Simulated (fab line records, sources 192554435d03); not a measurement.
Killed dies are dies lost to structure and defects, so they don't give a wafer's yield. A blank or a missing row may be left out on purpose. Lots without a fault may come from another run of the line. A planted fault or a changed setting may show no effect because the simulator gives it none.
A struck lot beside a sound one | flow n5_finfet | 26 steps out of a route of 1938
Sound: wafers L657.2, L657.5, L657.6. Struck: wafers L670.1, L670.3, L670.5. The cause comes at the end.
At each step with rows: each side's tool, then ch and its chambers, then its first start. Under that, the readings that differ: sound wafers | struck wafers | difference of the means | sigmas: that difference in standard deviations of wafers without a fault.
alike: readings whose means differ by less than 2 such deviations, and words and numbers that are the same on both sides. not compared: withheld readings, readings that some wafer has no value for, bounds like >300 that may hide the same value, and numbers for which the record gives no deviation and whose values overlap.
The two part at a step that has a row with sigmas, a row that says differs or no value, or rows on one side only. Numbers that don't overlap but have no deviation are shown without sigmas and don't part them. A reading that every wafer of one side lacks parts them only if that side has two wafers or more.

N5_BEOL_M8_OVL_MEAS_12:
  sound on overlay-02 ch 0, day 11 02:01; struck on overlay-02 ch 0, day 15 03:52
  alike: M8_OVL
N5_BEOL_M8_INSPECT_13: inspects for defects (brightfield).
  sound on defect_inspect-02, day 11 02:02; struck on defect_inspect-01, day 15 03:53
  alike: raw_defect_count
N5_BEOL_M8_DESCUM_16: chemistry O2, time 7.9 s.
  sound on rie_diel-02 ch 1,2,3, day 11 02:06; struck on rie_diel-06 ch 1,2, day 15 03:57
  alike: drypump_motor_current_A, oes_product_au, rf_vpp_V, showerhead_plenum_p_Torr, throttle_valve_pct
  not compared: rf_hours_counter_h
N5_BEOL_M8_ETCH_61: etches SiARC in CF4, target depth 45.5 nm, time 75.8 s.
  sound on rie_diel-02 ch 1,2,3, day 11 02:08; struck on rie_diel-06 ch 1,2, day 15 03:59
  alike: drypump_motor_current_A, etch_rf_on_time_s, oes_product_au, rf_vpp_V, showerhead_plenum_p_Torr, throttle_valve_pct
  not compared: rf_hours_counter_h
then, 2 steps without rows for these wafers: N5_BEOL_M8_ETCH_62 (etches SOC in N2/H2, target depth 110 nm, overetch 22 nm, time 165 s); N5_BEOL_M8_STRIP_68 (strips in N2/H2).
N5_BEOL_M8_STRIP_67: strips in CF4.
  sound on rie_diel-02 ch 1,2,3, day 11 02:20; struck on rie_diel-06 ch 1,2, day 15 04:11
  alike: drypump_motor_current_A, oes_product_au, rf_vpp_V, showerhead_plenum_p_Torr, throttle_valve_pct
  not compared: rf_hours_counter_h
N5_BEOL_M8_HM_OPEN_17: chemistry Cl2/BCl3, target TiN, target depth 20 nm, overetch 6 nm.
  sound on rie_metal-03 ch 0,1, day 11 02:22; struck on rie_metal-03 ch 0,1, day 15 04:14
  alike: drypump_motor_current_A, oes_product_au, throttle_valve_pct
  not compared: rf_hours_counter_h
then, 1 step without rows for these wafers: N5_BEOL_M8_STRIP_19 (strips in O2).
N5_BEOL_M8_CD_MEAS_18: pitch 80 nm, target cd 40 nm.
  sound on cd_sem-02, day 11 02:37; struck on cd_sem-02, day 15 04:25
  alike: cd_nm
then, 2 steps without rows for these wafers: N5_BEOL_M8_COAT_63 (time 60 s, resist thk 60 nm); N5_BEOL_M8_COAT_64 (time 60 s, resist thk 12 nm).
N5_BEOL_M8_COAT_71: time 60 s, resist thk 5 nm.
  sound on litho_track-01 ch 0, day 11 03:35; struck on litho_track-04 ch 0, day 15 04:29
  reading              | sound                | struck               | difference | sigmas
  spin_speed_rpm (rpm) | 1499.7 1498.5 1500.9 | 1462.5 1461.1 1462.4 | -37.7      | -38
then, 6 steps without rows for these wafers: N5_BEOL_M8_COAT_22 (resist thk 30 nm); N5_BEOL_M8_EBR_24; N5_BEOL_M8_SOFTBAKE_23 (time 60 s); N5_BEOL_M8_EXPOSE_25 (exposes mask V7, target cd 40 nm); N5_BEOL_M8_PEB_26 (peb time 60 s); N5_BEOL_M8_DEVELOP_27 (develop time 30 s).
N5_BEOL_M8_CD_MEAS_28: target cd 40 nm.
  sound on cd_sem-02 ch 0, day 11 03:50; struck on cd_sem-01 ch 0, day 15 11:35
  alike: cd_nm
N5_BEOL_M8_OVL_MEAS_29:
  sound on overlay-02 ch 0, day 11 03:53; struck on overlay-02 ch 0, day 15 11:37
  alike: V7_OVL
N5_BEOL_M8_INSPECT_30: inspects for defects (brightfield).
  sound on defect_inspect-02, day 11 03:56; struck on defect_inspect-01, day 15 11:41
  alike: raw_defect_count
then, 1 step without rows for these wafers: N5_BEOL_M8_DESCUM_33 (chemistry O2, time 7 s).
N5_BEOL_M8_ETCH_72: etches underlayer in N2/H2, target depth 6.5 nm, time 5.2 s.
  sound on rie_diel-05 ch 0,1, day 11 04:17; struck on rie_diel-02 ch 1,3, day 15 11:45
  reading                  | sound             | struck            | difference | sigmas
  model.etch.depth_nm (nm) | 5.004 5.007 5.015 | 5.078 5.071 5.081 | +0.068     |
  alike: drypump_motor_current_A, etch_rf_on_time_s, oes_product_au, rf_vpp_V, showerhead_plenum_p_Torr, throttle_valve_pct
  not compared: rf_hours_counter_h
N5_BEOL_M8_ETCH_65: etches SiARC in CF4, target depth 15.6 nm, time 26 s.
  sound on rie_diel-05 ch 0,1, day 11 04:19; struck on rie_diel-02 ch 1,3, day 15 11:46
  alike: drypump_motor_current_A, etch_rf_on_time_s, oes_product_au, rf_vpp_V, showerhead_plenum_p_Torr, throttle_valve_pct
  not compared: rf_hours_counter_h
-- the record jumps here: 3 days lie between the struck wafers' starts before and after (it left off in module BEOL_M8 and takes up again in module PASSIVATION, whose first step shown is number 1936 of the route) --
N5_PASSIVATION_PROBE_49:
  sound on prober-01, day 13 23:59; struck on prober-01, day 18 08:57
  alike: defect_limited_yield, killed_at_M0_to_M3, killed_at_M4_up, killed_at_contacts, killed_at_front_end, killed_at_other, killed_dies, killed_open, killed_short, sort_bin_5_function, sort_bin_6_memory, sort_bin_8_speed, sort_n_pass, sort_yield_pct

WHERE THEY PART
Only at N5_BEOL_M8_COAT_71, within this record. Later steps at which nothing parts them and some readings are alike: N5_BEOL_M8_CD_MEAS_28, N5_BEOL_M8_OVL_MEAS_29, N5_BEOL_M8_INSPECT_30, N5_BEOL_M8_ETCH_72, N5_BEOL_M8_ETCH_65, N5_PASSIVATION_PROBE_49.

WHY: what the simulator had put in
Process parameter drift: litho_track-04, from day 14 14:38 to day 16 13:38, at N5_BEOL_M8_COAT_71. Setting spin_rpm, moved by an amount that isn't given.
